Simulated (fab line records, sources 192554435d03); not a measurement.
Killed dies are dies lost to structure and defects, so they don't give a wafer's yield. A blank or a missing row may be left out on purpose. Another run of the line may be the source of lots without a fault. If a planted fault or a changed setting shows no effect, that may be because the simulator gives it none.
Split-lot trial    flow n5 finfet    route with 1938 steps; 7 lots, 21 wafers read

## THE SPLIT ITSELF
At N5_BEOL_M14_ETCH_68 (etches SOC in N2/H2, time 450 s), the setting time s was moved away from the recipe's 450 s on 8 of the 21 wafers read, by -20.1% to +13.0%. The other wafers ran this setting at the recipe's value.

The reading is taken at the split's own step.

## THE READING
SiARC_of_BEOL_M14_COAT_66.thk nm (the simulator's own value, which no gauge read), in nm, at N5_BEOL_M14_ETCH_68 (etches SOC in N2/H2, time 450 s). The file does not state a usual value for it. Here, 13 wafers ran the recipe; their average is 64.9 nm with a standard deviation of 0.73 nm.

wafer   tool, chamber at the split  time s as run, s  against the recipe  SiARC_of_BEOL_M14_COAT_66.thk nm, nm  against lot-mates on the recipe
L078.2  rie diel-04, 2,3            359.4             -20.1%              73.6                                  no lot-mate on the recipe
L078.3  rie diel-04, 2,3            359.4             -20.1%              73.6                                  no lot-mate on the recipe
L078.5  rie diel-04, 1              359.4             -20.1%              74.6                                  no lot-mate on the recipe
L081.1  rie diel-02, 2              450               recipe              65.6                                  -
L081.2  rie diel-02, 1              484.2             +7.6%               62.2                                  -3.2
L081.4  rie diel-02, 3              450               recipe              65.2                                  -
L084.1  rie diel-04, 1              450               recipe              65.8                                  -
L084.3  rie diel-04, 2              450               recipe              64.4                                  -
L084.6  rie diel-04, 3              450               recipe              64                                    -
L090.1  rie diel-02, 1              411               -8.7%               69.8                                  no lot-mate on the recipe
L090.3  rie diel-02, 2              411               -8.7%               70                                    no lot-mate on the recipe
L090.5  rie diel-02, 2              411               -8.7%               70.4                                  no lot-mate on the recipe
L087.1  rie diel-04, 2,3            450               recipe              63.8                                  -
L087.4  rie diel-04, 2,3            450               recipe              63.8                                  -
L087.3  rie diel-04, 1              450               recipe              64.8                                  -
L089.1  rie diel-02, 0              508.5             +13.0%              59.2                                  -6.3
L089.2  rie diel-02, 3              450               recipe              66                                    -
L089.3  rie diel-02, 2              450               recipe              65                                    -
L094.3  rie diel-04, 2              450               recipe              64.6                                  -
L094.5  rie diel-04, 1              450               recipe              65.6                                  -
L094.6  rie diel-04, 2              450               recipe              65.4                                  -
When a row names more than one chamber, that row covers several wafers, and the file does not tell which wafer ran in which chamber.

FIT RESULTS
A straight line over all 21 wafers: SiARC_of_BEOL_M14_COAT_66.thk nm changes by -0.456 nm for each +1% of time s; r = -0.98; the points scatter about the line by 0.79 nm.
The same after taking each lot's own level away (the mean of its wafers on the recipe; 15 wafers): -0.469 nm for each +1%; r = -0.96; scatter 0.54 nm.
The reading moves by 9.5 nm for the largest change in time s, on that fit.
Across the lots, their own levels run from 64.13 to 65.50 nm, a range of 1.9 times the standard deviation given above.
Consequently the slope shifts little with the lot-to-lot level, the two slopes agreeing.
Check: for one of the wafers moved furthest among these (+13.0%), held out of the fit, the line's prediction against its lot-mates is -5.47 nm. It came out at -6.3 nm against them.

## OTHER SPLITS ON THESE WAFERS
Other splits were also applied to these wafers ahead of the reading. Each is held against what the fit with the lots' levels taken away leaves over:
other split on the same wafers  wafers away from the commonest value  r with SiARC_of_BEOL_M14_COAT_66.thk nm (lot level and that fit taken away)
N5_BEOL_M11_CURE_72 time s      5                                     -0.09
N5_BEOL_M13_EXPOSE_25 dose mj   6                                     -0.05
N5_BEOL_M13_ETCH_68 time s      7                                     -0.33
N5_BEOL_M14_EXPOSE_25 dose mj   4                                     -0.36

## THE FILE'S OWN FIT
SiARC_of_BEOL_M14_COAT_66.thk nm changes by -0.468 nm for each +1% of time s, r = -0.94.
